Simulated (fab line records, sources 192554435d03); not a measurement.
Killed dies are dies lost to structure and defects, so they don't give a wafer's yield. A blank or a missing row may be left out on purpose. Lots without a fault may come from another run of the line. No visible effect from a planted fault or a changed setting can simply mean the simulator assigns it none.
The tool behind it: which one? -- flow n5Finfet -- 72 wafers from 24 lots sampled at 4 of the route's 1938 steps

WHAT EACH GAUGE READ, for each wafer
N5_BEOL_M7_THK_MEAS_01.
lot,measured,on,M7_ILD_THK (nm)
L076,day 8 21:52,filmMetro-02,156.0 155.2 155.3
L074,day 9 06:55,filmMetro-02,155.9 157.3 153.9
L075,day 9 12:22,filmMetro-01,150.0 152.8 155.4
L077,day 10 03:45,filmMetro-01,150.0 153.8 156.0
L078,day 10 04:39,filmMetro-01,152.5 152.6 152.4
L079,day 10 09:08,filmMetro-02,153.8 152.6 154.8
L081,day 10 09:40,filmMetro-01,154.2 151.5 156.0
L080,day 10 10:08,filmMetro-02,154.1 151.4 154.1
L082,day 11 06:10,filmMetro-02,155.1 153.3 150.2
L083,day 11 10:42,filmMetro-01,152.1 156.6 156.3
L084,day 11 11:04,filmMetro-01,152.5 154.2 156.0
L085,day 11 14:11,filmMetro-01,154.1 157.7 157.2
L086,day 11 18:28,filmMetro-01,150.9 159.6 157.7
L087,day 12 06:49,filmMetro-02,153.7 153.6 157.1
L089,day 12 10:56,filmMetro-01,158.5 153.1 157.3
L088,day 12 11:33,filmMetro-01,154.0 155.4 157.9
L090,day 12 14:50,filmMetro-02,153.1 153.6 155.0
L091,day 12 20:06,filmMetro-02,151.2 153.0 153.1
L093,day 13 16:46,filmMetro-02,154.0 157.6 154.8
L092,day 13 17:09,filmMetro-01,154.3 157.9 153.9
L095,day 14 04:17,filmMetro-01,151.5 154.3 157.8
L094,day 14 04:25,filmMetro-02,149.8 153.6 152.9
L096,day 14 09:17,filmMetro-02,152.7 154.8 157.0
L097,day 14 09:52,filmMetro-01,152.7 158.0 155.2

N5_BEOL_M7_OVL_MEAS_12.
lot,measured,on,M7_OVL (nm)
L076,day 8 22:29,overlay-01,0.1 0.3 -0.1
L074,day 9 08:09,overlay-02,-0.5 0.1 -0.1
L075,day 9 14:29,overlay-02,0.8 1.0 1.2
L077,day 10 05:13,overlay-01,1.0 -0.5 0.2
L078,day 10 05:31,overlay-01,1.0 0.7 0.5
L079,day 10 11:03,overlay-01,0.8 -0.4 0.3
L081,day 10 11:19,overlay-02,1.5 0.2 1.0
L080,day 10 11:37,overlay-01,0.0 -0.4 0.6
L082,day 11 07:18,overlay-02,0.7 0.2 0.8
L083,day 11 11:59,overlay-01,-0.1 -0.2 0.0
L084,day 11 12:23,overlay-01,0.5 0.4 1.2
L085,day 11 16:29,overlay-01,1.6 0.1 0.0
L086,day 11 20:01,overlay-02,0.7 0.3 0.4
L087,day 12 09:41,overlay-01,1.1 0.3 1.2
L089,day 12 11:34,overlay-02,-0.7 0.4 -0.9
L088,day 12 12:10,overlay-01,0.7 1.0 -0.2
L090,day 12 16:25,overlay-02,0.3 0.3 0.0
L091,day 12 20:43,overlay-01,0.9 2.4 0.6
L093,day 13 19:05,overlay-01,1.2 0.0 0.7
L092,day 13 19:19,overlay-01,-0.2 -0.3 1.1
L095,day 14 06:05,overlay-01,1.2 1.0 0.0
L094,day 14 06:16,overlay-02,-0.3 0.6 0.2
L096,day 14 11:17,overlay-02,-1.1 -0.8 -0.4
L097,day 14 11:47,overlay-01,1.5 0.3 1.1

N5_BEOL_M7_CD_MEAS_18: pitch 80 nm, target cd 40 nm.
lot,measured,on,cdNm (nm)
L076,day 8 23:01,cdSem-02,39.7 39.1 38.2
L074,day 9 09:27,cdSem-03,38.0 40.2 40.2
L075,day 9 15:07,cdSem-01,40.3 40.3 40.0
L077,day 10 05:44,cdSem-02,39.1 38.2 39.2
L078,day 10 06:04,cdSem-03,39.8 38.7 39.5
L079,day 10 11:41,cdSem-01,39.4 39.0 39.2
L081,day 10 11:54,cdSem-03,38.6 38.7 39.2
L080,day 10 12:07,cdSem-01,39.5 39.8 40.1
L082,day 11 07:49,cdSem-02,38.7 40.0 40.8
L083,day 11 12:31,cdSem-01,40.1 40.4 39.9
L084,day 11 12:56,cdSem-02,39.1 38.7 40.6
L085,day 11 17:01,cdSem-01,41.8 40.7 40.6
L086,day 11 20:35,cdSem-02,40.1 39.2 39.5
L087,day 12 10:13,cdSem-02,40.9 39.2 39.3
L089,day 12 12:21,cdSem-03,39.6 40.8 40.1
L088,day 12 12:46,cdSem-03,38.4 39.2 40.2
L090,day 12 17:04,cdSem-03,40.7 39.5 40.1
L091,day 12 21:37,cdSem-03,39.2 39.5 40.6
L093,day 13 19:37,cdSem-02,41.0 40.0 41.3
L092,day 13 19:54,cdSem-01,39.8 41.0 39.8
L095,day 14 06:51,cdSem-02,38.6 40.2 40.1
L094,day 14 07:19,cdSem-02,39.8 38.6 39.9
L096,day 14 11:47,cdSem-03,40.3 39.8 39.4
L097,day 14 12:19,cdSem-02,41.3 39.9 39.6

WHICH TOOL RAN EACH LOT (tool, then ch and the chambers of the sampled wafers, then the start)
lot,N5_BEOL_M7_PECVD_70
L076,"pecvd-04 ch 1,2, day 8 21:54"
L074,"pecvd-02 ch 0,1,2, day 9 06:57"
L075,"pecvd-02 ch 0,2, day 9 12:24"
L077,"pecvd-01 ch 1,2, day 10 03:47"
L078,"pecvd-01 ch 0,2, day 10 04:41"
L079,"pecvd-02 ch 0,1, day 10 09:10"
L081,"pecvd-01 ch 0,1,2, day 10 09:41"
L080,"pecvd-04 ch 1,2, day 10 10:10"
L082,"pecvd-04 ch 0,1,2, day 11 06:12"
L083,"pecvd-01 ch 0,1,2, day 11 10:44"
L084,"pecvd-04 ch 0,1, day 11 11:05"
L085,"pecvd-01 ch 1,2, day 11 14:14"
L086,"pecvd-04 ch 0,2, day 11 18:29"
L087,"pecvd-02 ch 1,2, day 12 06:51"
L089,"pecvd-02 ch 0,1,2, day 12 10:59"
L088,"pecvd-01 ch 0,1,2, day 12 11:35"
L090,"pecvd-02 ch 0,1,2, day 12 14:53"
L091,"pecvd-02 ch 1,2, day 12 20:08"
L093,"pecvd-04 ch 1,2, day 13 16:48"
L092,"pecvd-02 ch 0,2, day 13 17:11"
L095,"pecvd-02 ch 0,1,2, day 14 04:20"
L094,"pecvd-01 ch 0,1, day 14 04:27"
L096,"pecvd-02 ch 0,1, day 14 09:19"
L097,"pecvd-01 ch 0,2, day 14 09:54"
- N5_BEOL_M7_PECVD_70: deposits SiO2 from TEOS/O2, target thk 20 nm, time 22.7 s.

AS READ BY THE TOOLS THEMSELVES (means over the sampled wafers that have a number; for cases with no such wafer, the mark the record gives instead)
N5_BEOL_M7_PECVD_70.
lot,tool,heaterPowerW (W),showerheadPlenumPTorr (Torr),throttleValvePct (%)
L076,pecvd-04,647,8.78,22.1
L074,pecvd-02,706,8.78,23.0
L075,pecvd-02,633,8.69,22.2
L077,pecvd-01,694,8.81,21.8
L078,pecvd-01,734,8.84,22.1
L079,pecvd-02,704,8.79,23.1
L081,pecvd-01,808,8.82,22.8
L080,pecvd-04,605,8.75,22.7
L082,pecvd-04,651,8.80,22.9
L083,pecvd-01,782,8.82,22.7
L084,pecvd-04,638,8.80,23.9
L085,pecvd-01,741,8.81,21.9
L086,pecvd-04,643,8.80,22.3
L087,pecvd-02,766,8.83,23.0
L089,pecvd-02,656,8.78,22.8
L088,pecvd-01,770,8.83,22.8
L090,pecvd-02,684,8.79,22.8
L091,pecvd-02,680,8.83,22.9
L093,pecvd-04,672,8.79,21.3
L092,pecvd-02,660,8.73,22.9
L095,pecvd-02,717,8.77,23.1
L094,pecvd-01,858,8.80,23.2
L096,pecvd-02,655,8.86,23.4
L097,pecvd-01,739,8.83,22.4

THE ANSWER, worked out from the rows above alone
Rule: the usual values come from the lots themselves. The widest of any qualifying gaps counts: lots, ordered by their means at a reading, are off when they make up no more than a third of the lots, leave a main group of 4 or more, and stand apart from it by 3 or more times the standard deviation of that group's means. Not used: any main group whose means are identical at the precision the tables above print for the reading. A lot without any number at a reading at which 4 lots or more have one is off too. The other lots that the step has rows for count as sound. Order of review: gauges by route order, followed by the tools' own readings, for which a lot's mean as printed above is used. At the first step where some lot is off, the reading lying furthest off is the one used; lots without a number count as furthest.
None of the lots is off at any reading shown; this tells nothing.

WHAT THE SIMULATOR HAD PUT IN
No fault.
